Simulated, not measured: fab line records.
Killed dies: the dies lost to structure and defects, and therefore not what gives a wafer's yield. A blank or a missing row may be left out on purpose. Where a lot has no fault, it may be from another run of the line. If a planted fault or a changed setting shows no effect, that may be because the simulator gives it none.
fab line records	flow nand-harc
record: lots: 13	wafers: 39	last-day: 27
route steps=1159 shown A_SLIT@780 END@1159
lots that met no fault: taken from a fault-free run of the same line
start-h: the number of hours between the record's first day and the start of the first shown wafer of the lot	wait-h: hours elapsed since this lot's preceding step	" repeats the value in the row above	L1.1+2: several wafers, shown together as one row	- no value present, or no start provided	* or withheld: withheld	< > ~ a bound
route shown NAME@n: NAME is a module with steps in the file, n the number in the route of the first one	usual: mean/standard deviation of fault-free wafers	same: alike in all rows	chamber/n: place in a boat	sites: per-site readings	_std_site: the values' standard deviation	_edge_site: inner sites' mean taken away from outer sites' mean	radius-mm: for every site, how far away it sits from the centre of the wafer	mask NAME#n: copy n	behind: the most recent tool/chamber to have shaped the wafer	hold: the reason the lot was held/the length of the hold in hours/how it ended	device: whichever transistor did not switch (one of n, p or np)	end of line: the route-end tests of the same wafers	a step with no rows: only its recipe	killed: dies that structure and defects cost at the first sort, which is not the same as the wafer's yield	map: a wafer's dies, x killed, . not, _ none there
set.NAME: the setting that was run; set.NAME@STEP: the one run at that earlier step	model.NAME: the simulator's own value behind a step, which no gauge read
route steps across a sampled set of lots; one table per step, one row per wafer
services: the hour from which a tool's chamber was out of use, counted from the record's first day as start-h (under 0 if before that day), plus the number of hours and why
== steps ==
step: NHARC_A_SLIT_DEP_00
recipe: target-thk-a: 32000	temp-c: 400	material: aC
usual: throttle-valve-pct: 35.001/0.0089
lot.wafer	tool	chamber	start-h	wait-h	throttle-valve-pct
L738.4	acl-dep-01	0	334.67	-	34.984
L738.5	"	0	"	"	35.010
L738.6	"	0	"	"	35.001
L737.1	acl-dep-03	0	335.44	-	34.997
L737.4	"	0	"	"	35.013
L737.5	"	0	"	"	35.016
L740.2	acl-dep-02	0	371.42	-	34.996
L740.3	"	0	"	"	34.997
L740.4	"	0	"	"	35.009
L743.1	acl-dep-03	0	372.14	-	35.000
L743.3	"	0	"	"	35.009
L743.5	"	0	"	"	34.990
L741.2	acl-dep-01	0	372.71	-	34.998
L741.4	"	0	"	"	34.993
L741.6	"	0	"	"	34.998
L745.2	acl-dep-01	0	383.79	-	35.007
L745.4	"	0	"	"	35.007
L745.6	"	0	"	"	35.007
L744.4	acl-dep-02	0	384.42	-	35.006
L744.5	"	0	"	"	34.990
L744.6	"	0	"	"	35.006
L748.2	acl-dep-01	0	402.89	-	34.993
L748.3	"	0	"	"	35.011
L748.6	"	0	404.23	-	34.996
L746.4	acl-dep-03	0	402.97	-	34.997
L746.5	"	0	"	"	35.001
L746.6	"	0	"	"	34.988
L751.2	acl-dep-02	0	418.58	-	35.002
L751.5	"	0	"	"	35.003
L751.6	"	0	"	"	34.993
L753.1	acl-dep-03	0	479.33	-	34.993
L753.5	"	0	480.63	-	34.996
L753.6	"	0	"	"	35.000
L755.2	acl-dep-03	0	481.61	-	35.000
L755.5	"	0	"	"	34.986
L755.6	"	0	"	"	34.994
L754.1	acl-dep-01	0	492.05	-	34.999
L754.2	"	0	"	"	35.003
L754.6	"	0	493.67	-	34.991
step: NHARC_A_SLIT_OVL_MEAS_10
usual: overlay-x-nm: -0.1/0.74	overlay-y-nm: 0.0/0.69
lot.wafer	tool	chamber	start-h	wait-h	overlay-x-nm	overlay-y-nm
L738.4	overlay-02	-	336.47	-	-0.3	-0.2
L738.5	"	-	"	"	-0.4	0.7
L738.6	"	-	"	"	-0.4	0.2
L737.1	overlay-01	-	338.25	-	0.5	0.4
L737.4	"	-	"	"	0.6	0.0
L737.5	"	-	"	"	0.4	0.2
L740.2	overlay-01	-	373.90	-	0.8	-0.8
L740.3	"	-	"	"	0.6	-0.7
L740.4	"	-	"	"	0.1	-0.4
L743.1	overlay-02	-	374.89	-	-0.2	-0.1
L743.3	"	-	"	"	-0.4	-0.1
L743.5	"	-	"	"	-1.1	-0.5
L741.2	overlay-02	-	375.15	-	-0.4	0.3
L741.4	"	-	"	"	-0.2	0.8
L741.6	"	-	"	"	-0.6	0.5
L744.4	overlay-02	-	386.19	-	-0.8	-1.4
L744.5	"	-	"	"	-0.6	-1.5
L744.6	"	-	"	"	-1.7	-1.4
L745.2	overlay-01	-	386.33	-	-0.4	0.4
L745.4	"	-	"	"	-0.5	0.2
L745.6	"	-	"	"	0.1	0.1
L746.4	overlay-01	-	404.75	-	1.9	-0.8
L746.5	"	-	"	"	1.6	-1.4
L746.6	"	-	"	"	1.9	-1.1
L748.2	overlay-01	-	405.35	-	0.4	1.2
L748.3	"	-	"	"	0.5	1.0
L748.6	"	-	"	"	0.4	0.9
L751.2	overlay-01	-	421.00	-	-0.1	0.2
L751.5	"	-	"	"	0.0	0.1
L751.6	"	-	"	"	0.2	0.9
L753.1	overlay-02	-	482.17	-	0.5	0.7
L753.5	"	-	"	"	1.1	0.6
L753.6	"	-	"	"	0.8	0.6
L755.2	overlay-02	-	484.02	-	-0.2	0.3
L755.5	"	-	"	"	-0.3	0.1
L755.6	"	-	"	"	0.0	0.0
L754.1	overlay-02	-	494.68	-	-0.4	-0.6
L754.2	"	-	"	"	-0.7	-1.1
L754.6	"	-	"	"	0.1	-1.3
step: NHARC_A_SLIT_ETCH_15
recipe: target-depth-a: 32000	over-etch-frac: 0.3	time-s: 832	ion-energy-ev: 150	o2-flow-sccm: 400	cos-flow-sccm: 20	ar-flow-sccm: 0	rf-w: 500	bias-w: 300	chemistry: O2/COS
usual: bias-w: 299.8/0.96	chamber-pressure-mTorr: 20.000/0.019	drypump-motor-current-A: 5.8/0.44	oes-product-au: 1.003/0.0078	rf-fwd-power-W: 499.5/1.6	rf-vpp-V: 314.2/1.9	showerhead-plenum-p-Torr: 3.13/0.12	throttle-valve-pct: 28.330/0.0087
lot.wafer	tool	chamber	start-h	wait-h	bias-w	chamber-pressure-mTorr	drypump-motor-current-A	oes-product-au	rf-fwd-power-W	rf-hours-counter-h	rf-vpp-V	showerhead-plenum-p-Torr	throttle-valve-pct
L738.6	rie-diel-01	0	337.44	-	300.7	20.001	6.3	0.997	497.2	-	312.8	3.12	28.344
L738.5	"	1	"	"	299.5	20.012	5.2	1.000	498.5	-	311.8	2.93	28.332
L738.4	"	2	"	"	300.0	20.018	5.7	1.012	500.6	-	313.3	3.20	28.325
L737.4	rie-diel-10	3	338.58	-	298.7	19.981	6.6	1.005	500.9	11	312.4	3.01	28.319
L737.1	"	0	"	"	300.9	19.989	6.1	1.004	500.3	11	315.8	3.25	28.333
L737.5	"	2	"	"	299.0	20.012	6.4	0.987	499.6	-	313.1	3.05	28.338
L740.2	rie-diel-02	0	374.23	-	299.4	20.040	6.0	1.007	498.9	2	312.7	3.06	28.349
L740.4	"	1	"	"	300.7	20.021	5.5	1.003	495.0	2	316.0	3.33	28.326
L740.3	"	2	"	"	298.9	19.999	5.9	1.000	498.3	2	317.3	3.34	28.329
L743.1	rie-diel-01	2	375.22	-	299.5	19.997	5.7	1.007	498.0	3	316.6	3.20	28.338
L743.3	"	0	"	"	299.9	20.026	6.3	1.002	498.3	3	313.5	3.12	28.340
L743.5	"	2	"	"	301.3	19.987	5.7	1.004	497.8	-	314.1	3.20	28.316
L741.2	rie-diel-02	3	375.54	-	300.1	19.992	5.5	0.997	499.3	3	313.0	3.06	28.320
L741.4	"	0	"	"	298.5	19.965	6.0	1.010	500.0	2	312.5	3.06	28.328
L741.6	"	1	"	"	300.3	20.016	5.5	1.001	500.7	-	316.3	3.33	28.311
L744.4	rie-diel-02	3	386.64	-	300.9	19.969	5.5	1.001	499.6	4	315.3	3.06	28.322
L744.6	"	0	"	"	297.0	19.994	6.0	1.008	501.8	-	314.4	3.06	28.331
L744.5	"	1	"	"	300.4	20.032	5.5	1.003	499.6	-	315.7	3.33	28.345
L745.2	rie-diel-10	3	387.12	-	-	-	-	-	-	-	-	-	-
L745.4	"	1	"	"	-	-	-	-	-	-	-	-	-
L745.6	"	2	"	"	-	-	-	-	-	-	-	-	-
L746.4	rie-diel-10	1	405.19	-	-	-	-	-	-	-	-	-	-
L746.5	"	2	"	"	-	-	-	-	-	-	-	-	-
L746.6	"	3	"	"	-	-	-	-	-	-	-	-	-
L748.2	rie-diel-02	2	405.62	-	-	-	-	-	-	-	-	-	-
L748.3	"	0	"	"	-	-	-	-	-	-	-	-	-
L748.6	"	2	"	"	-	-	-	-	-	-	-	-	-
L751.2	rie-diel-01	0	421.45	-	299.2	19.974	6.3	1.001	500.4	4	314.2	3.12	28.332
L751.6	"	1	"	"	299.5	20.001	5.2	0.996	500.4	-	312.3	2.93	28.328
L751.5	"	2	"	"	299.4	19.993	5.7	1.014	501.0	-	314.9	3.19	28.336
L753.1	rie-diel-10	0	482.62	-	299.4	20.001	6.1	0.997	495.9	6	315.6	3.24	28.333
L753.6	"	1	"	"	301.4	19.969	5.3	0.992	498.4	-	314.0	3.13	28.337
L753.5	"	2	"	"	301.1	20.009	6.4	0.987	497.7	-	313.0	3.05	28.324
L755.2	rie-diel-10	3	484.35	-	298.8	20.031	6.6	1.000	498.1	7	312.6	3.00	28.335
L755.5	"	2	"	"	299.1	19.998	6.4	1.016	500.9	-	312.7	3.05	28.325
L755.6	"	3	"	"	298.6	19.997	6.6	1.006	498.7	-	311.9	3.00	28.321
L754.1	rie-diel-02	1	494.98	-	297.1	19.987	5.5	0.995	501.9	9	318.4	3.33	28.337
L754.2	"	3	"	"	298.6	20.029	5.5	0.994	502.0	11	313.8	3.06	28.333
L754.6	"	1	"	"	297.4	20.021	5.5	0.989	504.0	-	317.4	3.33	28.331
step: NHARC_A_SLIT_CD_MEAS_21
usual: cd-nm: 289.1/0.96
lot.wafer	tool	chamber	start-h	wait-h	cd-nm
L738.4	cd-sem-02	-	341.44	-	289.0
L738.5	"	-	"	"	289.4
L738.6	"	-	"	"	288.7
L737.1	cd-sem-03	-	343.11	-	290.6
L737.4	"	-	"	"	290.8
L737.5	"	-	"	"	290.3
L740.2	cd-sem-03	-	379.51	-	289.4
L740.3	"	-	"	"	289.1
L740.4	"	-	"	"	288.9
L743.1	cd-sem-03	-	381.17	-	288.7
L743.3	"	-	"	"	290.5
L743.5	"	-	"	"	289.7
L741.2	cd-sem-01	-	382.85	-	290.3
L741.4	"	-	"	"	290.6
L741.6	"	-	"	"	289.7
L744.4	cd-sem-01	-	389.81	-	290.0
L744.5	"	-	"	"	289.1
L744.6	"	-	"	"	289.3
L745.2	cd-sem-01	-	391.49	-	289.2
L745.4	"	-	"	"	289.8
L745.6	"	-	"	"	288.8
L746.4	cd-sem-02	-	408.27	-	289.6
L746.5	"	-	"	"	289.8
L746.6	"	-	"	"	288.4
L748.2	cd-sem-03	-	408.86	-	289.3
L748.3	"	-	"	"	289.3
L748.6	"	-	"	"	290.1
L751.2	cd-sem-03	-	424.47	-	289.6
L751.5	"	-	"	"	289.4
L751.6	"	-	"	"	290.2
L753.1	cd-sem-03	-	486.97	-	290.5
L753.5	"	-	"	"	290.3
L753.6	"	-	"	"	290.6
L755.2	cd-sem-02	-	488.67	-	289.7
L755.5	"	-	"	"	289.3
L755.6	"	-	"	"	289.5
L754.1	cd-sem-01	-	502.97	-	288.3
L754.2	"	-	"	"	288.3
L754.6	"	-	"	"	287.8
step: NHARC_END_SORT_01
recipe: temp-c: 25
usual: killed-at-array: 28/11	killed-at-other: 0.9/1.2	killed-at-periphery: 2.6/2.1	killed-dies: 31/11	killed-open: 3.1/1.7	killed-short: 1.9/1.3
same: gross-dies: 677
lot.wafer	tool	chamber	start-h	wait-h	killed-at-array	killed-at-other	killed-at-periphery	killed-dies	killed-open	killed-short
L738.4	prober-01	0	503.70	3.4	15	0	3	18	0	0
L738.5	prober-01	0	504.50	3.7	23	0	4	27	3	1
L738.6	prober-01	0	505.30	4.0	18	0	3	21	3	1
L737.1	prober-02	0	510.39	2.5	29	0	3	32	6	0
L737.4	prober-02	0	512.78	3.4	38	0	3	41	4	2
L737.5	prober-02	0	513.58	3.7	39	0	1	40	0	2
L743.1	prober-02	0	564.62	2.5	23	0	2	25	2	1
L743.3	prober-02	0	566.21	3.1	32	0	0	32	3	2
L743.5	prober-02	0	567.80	3.7	37	0	1	38	6	3
L741.2	prober-01	0	565.43	2.8	20	0	1	21	2	0
L741.4	prober-01	0	567.03	3.4	24	4	4	32	3	2
L741.6	prober-01	0	568.63	4.0	24	2	4	30	5	2
L744.4	prober-01	0	574.90	3.4	36	1	2	39	2	1
L744.5	prober-01	0	575.70	3.7	30	0	0	30	0	2
L744.6	prober-01	0	576.51	4.0	35	0	3	38	4	1
L740.2	prober-02	0	587.14	2.8	18	4	4	26	6	1
L740.3	prober-02	0	587.94	3.1	12	1	2	15	2	1
L740.4	prober-02	0	588.75	3.4	16	3	1	20	5	4
L745.2	prober-01	0	594.39	2.8	674	0	3	677	1	2
L745.4	prober-01	0	596.01	3.4	675	0	2	677	3	1
L745.6	prober-01	0	597.62	4.0	675	0	2	677	3	1
L748.2	prober-02	0	599.20	2.8	674	3	0	677	2	0
L748.3	prober-02	0	600.00	3.1	671	4	2	677	5	1
L748.6	prober-02	0	602.37	4.0	674	3	0	677	3	0
L746.4	prober-01	0	603.90	3.4	668	5	4	677	5	4
L746.5	prober-01	0	604.71	3.7	672	1	4	677	2	0
L746.6	prober-01	0	605.52	4.0	667	3	7	677	3	2
L751.2	prober-02	0	614.72	2.8	42	0	2	44	5	3
L751.5	prober-02	0	617.12	3.7	34	0	5	39	6	1
L751.6	prober-02	0	617.91	4.0	28	1	0	29	3	2
L753.1	prober-02	0	621.68	2.5	15	1	6	22	4	0
L753.5	prober-02	0	624.87	3.7	17	0	3	20	4	1
L753.6	prober-02	0	625.67	4.0	21	0	7	28	7	1
L755.2	prober-02	0	638.05	2.8	36	1	4	41	5	1
L755.5	prober-02	0	640.40	3.6	30	1	2	33	2	2
L755.6	prober-02	0	641.18	3.9	34	2	4	40	4	0
L754.1	prober-02	0	644.94	2.5	39	2	0	41	5	2
L754.2	prober-02	0	645.74	2.8	27	7	0	34	1	1
L754.6	prober-02	0	648.93	4.0	36	1	0	37	3	2
killed by level:class
L738.4 A_SLIT:chamber-film-flake=8 P_CONTACT:chamber-film-flake=2 A_CHANNEL_HOLE_D1:chamber-film-flake=2 A_STAIRCASE:chamber-film-flake=2 P_GATE:chamber-film-flake=1 A_ZERO_WELL:chamber-film-flake=1 A_WL_FILL:chamber-film-flake=1 A_CONTACT:chamber-film-flake=1
L738.5 A_SLIT:chamber-film-flake=8 A_CONTACT:chamber-film-flake=5 A_CHANNEL_HOLE_D1:chamber-film-flake=4 A_STAIRCASE:chamber-film-flake=3 P_CONTACT:geometric-particle:open=2 P_CONTACT:chamber-film-flake=2 A_ONON_D1:geometric-particle:open=1 A_SGD_CUT:geometric-particle:short=1
L738.6 A_SLIT:chamber-film-flake=9 A_CONTACT:chamber-film-flake=5 P_CONTACT:chamber-film-flake=2 P_M0:geometric-particle:open=1 A_CHANNEL_FILL_D1:geometric-particle:open=1 A_STAIRCASE:geometric-particle:open=1 A_SGD_CUT:geometric-particle:short=1 A_STAIRCASE:chamber-film-flake=1
L737.1 A_CHANNEL_HOLE_D1:chamber-film-flake=9 A_SLIT:chamber-film-flake=4 A_STAIRCASE:chamber-film-flake=4 A_WL_FILL:chamber-film-flake=4 A_CONTACT:chamber-film-flake=4 P_GATE:geometric-particle:open=2 A_CONTACT:geometric-particle:open=2 P_M0:geometric-particle:open=1
L737.4 A_CHANNEL_HOLE_D1:chamber-film-flake=15 A_SLIT:chamber-film-flake=11 A_WL_FILL:chamber-film-flake=3 A_STAIRCASE:chamber-film-flake=2 A_CONTACT:chamber-film-flake=2 P_M1:geometric-particle:short=1 P_M1:geometric-particle:open=1 A_CHANNEL_FILL_D1:geometric-particle:short=1
L737.5 A_CHANNEL_HOLE_D1:chamber-film-flake=14 A_SLIT:chamber-film-flake=9 A_STAIRCASE:chamber-film-flake=5 A_CONTACT:chamber-film-flake=5 A_CHANNEL_FILL_D1:chamber-film-flake=2 A_WL_FILL:chamber-film-flake=2 P_M2:geometric-particle:short=1 A_CHANNEL_FILL_D1:geometric-particle:short=1
L743.1 A_CHANNEL_HOLE_D1:chamber-film-flake=12 A_CONTACT:chamber-film-flake=5 A_ZERO_WELL:chamber-film-flake=2 P_CONTACT:geometric-particle:open=1 P_M0:geometric-particle:open=1 A_M0:geometric-particle:short=1 A_STAIRCASE:chamber-film-flake=1 A_WL_FILL:chamber-film-flake=1
L741.2 A_CHANNEL_HOLE_D1:chamber-film-flake=11 A_CONTACT:chamber-film-flake=5 A_CHANNEL_FILL_D1:chamber-film-flake=2 P_GATE:geometric-particle:open=1 A_BLC:geometric-particle:open=1 A_STAIRCASE:chamber-film-flake=1
L743.3 A_CHANNEL_HOLE_D1:chamber-film-flake=18 A_M0:chamber-film-flake=5 A_ONON_D1:geometric-particle:open=2 A_STAIRCASE:chamber-film-flake=2 A_CONTACT:chamber-film-flake=2 A_SGD_CUT:geometric-particle:open=1 A_CONTACT:geometric-particle:short=1 A_M0:geometric-particle:short=1
L741.4 A_CHANNEL_HOLE_D1:chamber-film-flake=19 THIN_TSV:chamber-film-flake=3 A_ZERO_WELL:chamber-film-flake=2 A_CONTACT:chamber-film-flake=2 P_GATE:geometric-particle:open=1 P_CONTACT:geometric-particle:open=1 P_M1:geometric-particle:open=1 A_ONON_D1:geometric-particle:short=1
L743.5 A_CHANNEL_HOLE_D1:chamber-film-flake=17 A_CONTACT:chamber-film-flake=6 A_M0:chamber-film-flake=4 A_ONON_D1:geometric-particle:short=3 A_WL_FILL:geometric-particle:open=2 A_CONTACT:geometric-particle:open=2 P_CONTACT:geometric-particle:open=1 A_ONON_D1:geometric-particle:open=1
L741.6 A_CHANNEL_HOLE_D1:chamber-film-flake=10 A_CONTACT:chamber-film-flake=6 P_M0:geometric-particle:open=2 A_ZERO_WELL:chamber-film-flake=2 A_CHANNEL_FILL_D1:chamber-film-flake=2 P_CONTACT:geometric-particle:open=1 A_SOURCE_PLATE:geometric-particle:open=1 A_CHANNEL_FILL_D1:geometric-particle:short=1
L744.4 A_CHANNEL_HOLE_D1:chamber-film-flake=17 A_SLIT:chamber-film-flake=13 A_M1:geometric-particle:open=2 A_ZERO_WELL:chamber-film-flake=2 P_STI:geometric-particle:short=1 P_ZERO_WELL:chamber-film-flake=1 THIN_TSV:chamber-film-flake=1 A_CHANNEL_FILL_D1:chamber-film-flake=1
L744.5 A_CHANNEL_HOLE_D1:chamber-film-flake=18 A_SLIT:chamber-film-flake=9 A_CHANNEL_HOLE_D1:geometric-particle:short=1 A_M0:geometric-particle:short=1 A_CHANNEL_FILL_D1:chamber-film-flake=1
L744.6 A_CHANNEL_HOLE_D1:chamber-film-flake=18 A_SLIT:chamber-film-flake=10 A_CHANNEL_FILL_D1:geometric-particle:open=2 A_CHANNEL_FILL_D1:chamber-film-flake=2 P_M0:geometric-particle:open=1 P_M1:geometric-particle:short=1 A_BLC:geometric-particle:open=1 P_M0:chamber-film-flake=1
L740.2 A_CHANNEL_HOLE_D1:chamber-film-flake=9 A_SGD_CUT:chamber-film-flake=4 THIN_TSV:chamber-film-flake=4 P_M1:geometric-particle:open=2 A_M0:geometric-particle:open=2 P_M0:geometric-particle:open=1 A_SOURCE_PLATE:geometric-particle:short=1 A_CHANNEL_FILL_D1:geometric-particle:open=1
L740.3 A_CHANNEL_HOLE_D1:chamber-film-flake=4 A_STAIRCASE:chamber-film-flake=3 A_CONTACT:chamber-film-flake=2 P_M0:geometric-particle:open=1 P_M1:geometric-particle:open=1 A_CHANNEL_FILL_D1:geometric-particle:short=1 A_SGD_CUT:chamber-film-flake=1 A_M0:chamber-film-flake=1
L740.4 A_CHANNEL_HOLE_D1:chamber-film-flake=7 THIN_TSV:chamber-film-flake=3 A_M1:geometric-particle:open=2 P_CONTACT:geometric-particle:short=1 A_CHANNEL_FILL_D1:geometric-particle:open=1 A_WL_FILL:geometric-particle:short=1 A_WL_FILL:geometric-particle:open=1 A_CONTACT:geometric-particle:open=1
L745.2 A_SLIT:area-etch=655 A_SLIT:chamber-film-flake=10 A_CHANNEL_HOLE_D1:chamber-film-flake=4 A_WL_FILL:geometric-particle:short=2 P_STI:geometric-particle:open=1 P_ZERO_WELL:chamber-film-flake=1 P_GATE:chamber-film-flake=1 A_STAIRCASE:chamber-film-flake=1
L745.4 A_SLIT:area-etch=646 A_SLIT:chamber-film-flake=12 A_CHANNEL_HOLE_D1:chamber-film-flake=5 A_CHANNEL_FILL_D1:chamber-film-flake=3 A_CONTACT:geometric-particle:open=2 A_WL_FILL:chamber-film-flake=2 A_CONTACT:chamber-film-flake=2 A_M0:geometric-particle:short=1
L745.6 A_SLIT:area-etch=656 A_SLIT:chamber-film-flake=8 A_CHANNEL_HOLE_D1:chamber-film-flake=4 A_WL_FILL:chamber-film-flake=3 P_CONTACT:geometric-particle:open=1 A_ONON_D1:geometric-particle:short=1 A_ONON_D1:geometric-particle:open=1 A_CHANNEL_FILL_D1:geometric-particle:open=1
L748.2 A_SLIT:area-etch=651 A_SLIT:chamber-film-flake=12 A_CHANNEL_HOLE_D1:chamber-film-flake=5 A_CONTACT:chamber-film-flake=3 THIN_TSV:chamber-film-flake=3 A_ONON_D1:geometric-particle:open=1 A_M0:geometric-particle:open=1 A_STAIRCASE:chamber-film-flake=1
L748.3 A_SLIT:area-etch=657 A_SLIT:chamber-film-flake=6 THIN_TSV:chamber-film-flake=4 A_WL_FILL:geometric-particle:open=2 A_STAIRCASE:chamber-film-flake=2 P_GATE:geometric-particle:open=1 A_CHANNEL_FILL_D1:geometric-particle:short=1 A_CHANNEL_FILL_D1:geometric-particle:open=1
L748.6 A_SLIT:area-etch=644 A_SLIT:chamber-film-flake=12 A_CHANNEL_HOLE_D1:chamber-film-flake=7 A_CONTACT:chamber-film-flake=6 THIN_TSV:chamber-film-flake=3 A_BLC:geometric-particle:open=2 A_STAIRCASE:chamber-film-flake=2 A_CONTACT:geometric-particle:open=1
L746.4 A_SLIT:area-etch=635 A_CHANNEL_HOLE_D1:chamber-film-flake=18 A_M1:chamber-film-flake=6 A_WL_FILL:geometric-particle:short=3 THIN_TSV:chamber-film-flake=3 A_ONON_D1:geometric-particle:open=2 P_M1:chamber-film-flake=2 A_STAIRCASE:chamber-film-flake=2
L746.5 A_SLIT:area-etch=645 A_CHANNEL_HOLE_D1:chamber-film-flake=18 P_M1:chamber-film-flake=3 A_M1:chamber-film-flake=3 A_CONTACT:chamber-film-flake=2 A_SGD_CUT:geometric-particle:open=1 A_WL_FILL:geometric-particle:open=1 P_ZERO_WELL:chamber-film-flake=1
L746.6 A_SLIT:area-etch=645 A_CHANNEL_HOLE_D1:chamber-film-flake=15 P_M1:chamber-film-flake=5 THIN_TSV:chamber-film-flake=3 A_M1:chamber-film-flake=2 P_M0:geometric-particle:short=1 P_M1:geometric-particle:open=1 A_ONON_D1:geometric-particle:open=1
L751.2 A_CHANNEL_HOLE_D1:chamber-film-flake=24 A_CONTACT:chamber-film-flake=11 P_CONTACT:geometric-particle:short=1 P_CONTACT:geometric-particle:open=1 A_ONON_D1:geometric-particle:open=1 A_CHANNEL_FILL_D1:geometric-particle:short=1 A_CHANNEL_FILL_D1:geometric-particle:open=1 A_WL_FILL:geometric-particle:short=1
L751.5 A_CHANNEL_HOLE_D1:chamber-film-flake=21 A_CONTACT:chamber-film-flake=8 A_CONTACT:geometric-particle:open=2 P_GATE:geometric-particle:open=1 P_CONTACT:geometric-particle:open=1 P_M0:geometric-particle:open=1 A_CHANNEL_HOLE_D1:geometric-particle:open=1 A_CONTACT:geometric-particle:short=1
L751.6 A_CHANNEL_HOLE_D1:chamber-film-flake=20 A_CONTACT:chamber-film-flake=3 A_M0:geometric-particle:short=2 A_SOURCE_PLATE:geometric-particle:open=1 A_WL_FILL:geometric-particle:open=1 STARTING-WAFER:geometric-particle:open=1 A_BONDPAD:chamber-film-flake=1
L753.1 P_M1:chamber-film-flake=6 A_CHANNEL_HOLE_D1:chamber-film-flake=3 A_CONTACT:chamber-film-flake=3 A_CONTACT:geometric-particle:open=2 A_STAIRCASE:chamber-film-flake=2 A_BONDPAD:chamber-film-flake=2 A_SLIT:geometric-particle:open=1 A_BLC:geometric-particle:open=1
L753.5 A_STAIRCASE:chamber-film-flake=6 A_CHANNEL_HOLE_D1:chamber-film-flake=3 A_CONTACT:chamber-film-flake=3 A_M0:geometric-particle:open=2 P_M1:chamber-film-flake=2 P_M0:geometric-particle:open=1 A_CONTACT:geometric-particle:short=1 A_CONTACT:geometric-particle:open=1
L753.6 A_STAIRCASE:chamber-film-flake=6 A_CHANNEL_HOLE_D1:chamber-film-flake=5 A_CONTACT:chamber-film-flake=4 P_M1:chamber-film-flake=3 A_CHANNEL_FILL_D1:geometric-particle:open=2 P_GATE:geometric-particle:short=1 P_GATE:geometric-particle:open=1 P_CONTACT:geometric-particle:open=1
L755.2 A_CHANNEL_HOLE_D1:chamber-film-flake=26 A_CONTACT:chamber-film-flake=3 P_CONTACT:geometric-particle:open=2 A_STAIRCASE:chamber-film-flake=2 A_SLIT:chamber-film-flake=2 P_GATE:geometric-particle:short=1 A_CHANNEL_FILL_D1:geometric-particle:open=1 A_CONTACT:geometric-particle:open=1
L755.5 A_CHANNEL_HOLE_D1:chamber-film-flake=20 A_CONTACT:chamber-film-flake=4 A_SLIT:chamber-film-flake=3 P_GATE:geometric-particle:open=1 P_M0:geometric-particle:open=1 A_ONON_D1:geometric-particle:short=1 A_M1:geometric-particle:short=1 A_M1:chamber-film-flake=1
L755.6 A_CHANNEL_HOLE_D1:chamber-film-flake=22 A_STAIRCASE:chamber-film-flake=6 A_CONTACT:chamber-film-flake=4 P_M0:geometric-particle:open=2 THIN_TSV:chamber-film-flake=2 P_GATE:geometric-particle:open=1 A_M0:geometric-particle:open=1 P_GATE:chamber-film-flake=1
L754.1 A_SLIT:chamber-film-flake=20 A_CHANNEL_HOLE_D1:chamber-film-flake=6 A_STAIRCASE:chamber-film-flake=3 A_CONTACT:chamber-film-flake=2 THIN_TSV:chamber-film-flake=2 A_SOURCE_PLATE:geometric-particle:short=1 A_CHANNEL_FILL_D1:geometric-particle:open=1 A_SGD_CUT:geometric-particle:open=1
L754.2 A_SLIT:chamber-film-flake=16 THIN_TSV:chamber-film-flake=7 A_CHANNEL_HOLE_D1:chamber-film-flake=4 A_WL_FILL:chamber-film-flake=2 A_CONTACT:chamber-film-flake=2 A_WL_FILL:geometric-particle:short=1 A_CONTACT:geometric-particle:open=1 A_STAIRCASE:chamber-film-flake=1
L754.6 A_SLIT:chamber-film-flake=20 A_CONTACT:chamber-film-flake=5 A_CHANNEL_HOLE_D1:chamber-film-flake=4 A_WL_FILL:geometric-particle:short=2 A_CONTACT:geometric-particle:open=1 A_BLC:geometric-particle:open=1 A_M0:geometric-particle:open=1 A_STAIRCASE:chamber-film-flake=1
== services ==
tool	chamber	start-h	hours	kind
rie-diel-01	-	314.83	9.0	pm
rie-diel-02	-	317.42	0.2	repair
rie-diel-01	3	325.50	20.0	repair
rie-diel-02	-	327.70	9.0	pm
rie-diel-02	0	327.70	9.0	vent-cycle
rie-diel-02	1	327.70	9.0	vent-cycle
rie-diel-02	2	327.70	9.0	vent-cycle
rie-diel-02	3	327.70	9.0	vent-cycle
rie-diel-10	0	332.83	-	clean
rie-diel-10	1	332.83	-	clean
acl-dep-02	-	349.16	13.0	pm
rie-diel-10	-	353.50	9.0	pm
rie-diel-02	0	355.77	4.1	repair
rie-diel-10	3	363.43	4.6	repair
rie-diel-01	1	376.04	2.1	repair
rie-diel-10	0	384.84	18.7	repair
rie-diel-02	0	390.65	4.1	repair
rie-diel-02	2	390.86	6.6	repair
acl-dep-03	-	405.93	13.0	pm
rie-diel-10	3	462.85	1.3	repair
rie-diel-01	3	467.16	6.8	repair
acl-dep-01	-	477.19	13.0	pm
rie-diel-01	-	491.83	9.0	pm
rie-diel-02	2	491.92	5.7	repair
== key ==
first-sign: step: NHARC_A_SLIT_ETCH_15	reading: tool-record	direction: missing
effect: step: NHARC_END_SORT_01	reading: killed-at-array	direction: up	sigmas: 60	usual: 28	struck: 672
more-kills-born-at: NHARC_A_SLIT_ETCH_15@rie-diel-10: 3882	NHARC_A_SLIT_ETCH_15@rie-diel-02: 1952
met-at NHARC_A_SLIT_ETCH_15
struck-lots L745,L746,L748
later-rows-left-out L745.2,L745.4,L745.6,L746.4,L746.5,L746.6,L748.2,L748.3,L748.6
tester-left-out L745,L746,L748
not-acting-at NHARC_A_SLIT_DEP_00,NHARC_A_SLIT_OVL_MEAS_10,NHARC_A_SLIT_CD_MEAS_21
onset-between 386.64 387.12
fault: kind: skipped-step-whole	tool: rie-diel-02,rie-diel-10	chamber: -	onset-h: 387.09	steps: NHARC_A_SLIT_ETCH_15	scope: struck-lots-only
tester-left-out: of these lots the tester's yield and bins aren't shown, on N5 and GAA mostly nor the transistor test; their killed dies are dies lost to structure and defects alone, not to doping, threshold or leakage, so they don't give the yield
later-rows-left-out: the simulator's readings of these wafers behind a module that went badly wrong aren't trusted and aren't shown, but for the sort
